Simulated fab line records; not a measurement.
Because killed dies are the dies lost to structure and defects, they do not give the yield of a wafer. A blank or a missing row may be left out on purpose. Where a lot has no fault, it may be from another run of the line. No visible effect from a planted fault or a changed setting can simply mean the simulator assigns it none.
The tool behind it: which one? -- flow n5-finfet -- 12 lots with 36 wafers sampled at 5 steps, on a route of 1938 steps

## WHAT EACH GAUGE READ, for each wafer
N5_BEOL_M9_RS_MEAS_57: the measuring method here is four-point-probe.
lot,measured,on,M9_RS (ohm/sq)
L075,day 10 00:18,film-metro-02,0.1539 0.1519 0.1504
L078,day 10 05:03,film-metro-01,0.1509 0.1522 0.1523
L079,day 11 03:26,film-metro-02,0.1511 0.1527 0.1542
L083,day 12 03:10,film-metro-01,0.1516 0.1508 0.1534
L084,day 12 04:31,film-metro-01,0.1518 0.1517 0.1507
L085,day 12 08:39,film-metro-01,0.1472 0.1456 0.1507
L086,day 12 11:53,film-metro-02,0.1543 0.1561 0.1544
L090,day 13 19:56,film-metro-02,0.1501 0.1498 0.1564
L092,day 14 07:53,film-metro-01,0.1517 0.1504 0.1439
L093,day 14 16:21,film-metro-01,0.1566 0.1533 0.1545
L094,day 15 04:10,film-metro-02,0.1470 0.1505 0.1505
L096,day 16 07:32,film-metro-01,0.1519 0.1507 0.1462

## TOOL THAT RAN EACH LOT (tool first, then ch and the chambers of the sampled wafers, then the start)
lot,N5_BEOL_M9_STRIP_67,N5_BEOL_M9_ETCH_65,N5_BEOL_M9_ALD_74,N5_BEOL_M9_DEP_56
L075,"rie-diel-04 ch 0,1,2, day 9 20:12","rie-diel-01 ch 0,1, day 9 21:14","ald-metal-01 ch 0,2,3, day 9 22:48","pecvd-01 ch 0,1, day 10 00:11"
L078,"rie-diel-01 ch 1,3, day 9 23:37","rie-diel-03 ch 2,3, day 10 01:31","ald-metal-02 ch 2,3, day 10 03:04","pecvd-01 ch 0,1, day 10 04:58"
L079,"rie-diel-01 ch 1,2, day 10 15:42","rie-diel-03 ch 1,3, day 10 20:20","ald-metal-02 ch 0,1,2, day 10 21:37","pecvd-01 ch 0,1, day 11 03:22"
L083,"rie-diel-01 ch 0,1,3, day 11 22:51","rie-diel-01 ch 0,1, day 11 23:32","ald-metal-01 ch 1,2,3, day 12 00:37","pecvd-01 ch 1,2, day 12 03:05"
L084,"rie-diel-01 ch 0,1,2, day 12 00:38","rie-diel-01 ch 0,1, day 12 01:37","ald-metal-02 ch 0,1,3, day 12 02:44","pecvd-01 ch 0,1, day 12 04:26"
L085,"rie-diel-01 ch 1,2, day 12 03:19","rie-diel-01 ch 2,3, day 12 05:12","ald-metal-04 ch 0,3, day 12 06:58","pecvd-03 ch 0,1, day 12 08:35"
L086,"rie-diel-04 ch 0,1,3, day 12 07:06","rie-diel-04 ch 0,1,3, day 12 07:48","ald-metal-02 ch 0,1,3, day 12 08:49","pecvd-03 ch 0,1,2, day 12 11:48"
L090,"rie-diel-04 ch 1,2,3, day 13 15:23","rie-diel-04 ch 2,3, day 13 16:34","ald-metal-01 ch 1,2, day 13 17:47","pecvd-01 ch 1,2, day 13 19:52"
L092,"rie-diel-04 ch 0,1,2, day 14 00:09","rie-diel-03 ch 0,1,2, day 14 03:46","ald-metal-04 ch 0,1, day 14 06:13","pecvd-03 ch 0,1,2, day 14 07:48"
L093,"rie-diel-03 ch 0,1,3, day 14 11:01","rie-diel-04 ch 1,3, day 14 13:31","ald-metal-04 ch 0,1, day 14 14:49","pecvd-02 ch 0,2, day 14 16:16"
L094,"rie-diel-01 ch 0,1,3, day 14 22:34","rie-diel-01 ch 0,1,3, day 15 00:41","ald-metal-04 ch 0,2, day 15 01:49","pecvd-02 ch 0,1, day 15 04:05"
L096,"rie-diel-03 ch 2,3, day 16 02:56","rie-diel-03 ch 0,2,3, day 16 04:22","ald-metal-02 ch 0,1,3, day 16 05:41","pecvd-02 ch 0,1,2, day 16 07:28"
- N5_BEOL_M9_STRIP_67: strips in CF4.
- N5_BEOL_M9_ETCH_65: etches SiARC in CF4, target depth 15.6 nm, time 26 s.
- N5_BEOL_M9_ALD_74: deposits TaN, target thk 2 nm, pulse time 2 s, purge time 3 s.
- N5_BEOL_M9_DEP_56: deposits SiCN from 3MS/NH3, target thk 15 nm, time 26.5 s.

## THE ANSWER, worked out from the rows above alone
Rule: what is usual is taken from the lots themselves. The widest of any qualifying gaps counts: lots, ordered by their means at a reading, are off when they make up no more than a third of the lots, leave a main group of 4 or more, and stand apart from it by 3 or more times the standard deviation of that group's means. Not used: any main group whose means are identical at the precision the tables above print for the reading. Also off: a lot with no number at a reading for which 4 or more lots have one. The other lots that the step has rows for count as sound.
Across all readings shown, no lot is off: no conclusion can be drawn from this.

## WHAT HAD BEEN PUT IN BY THE SIMULATOR
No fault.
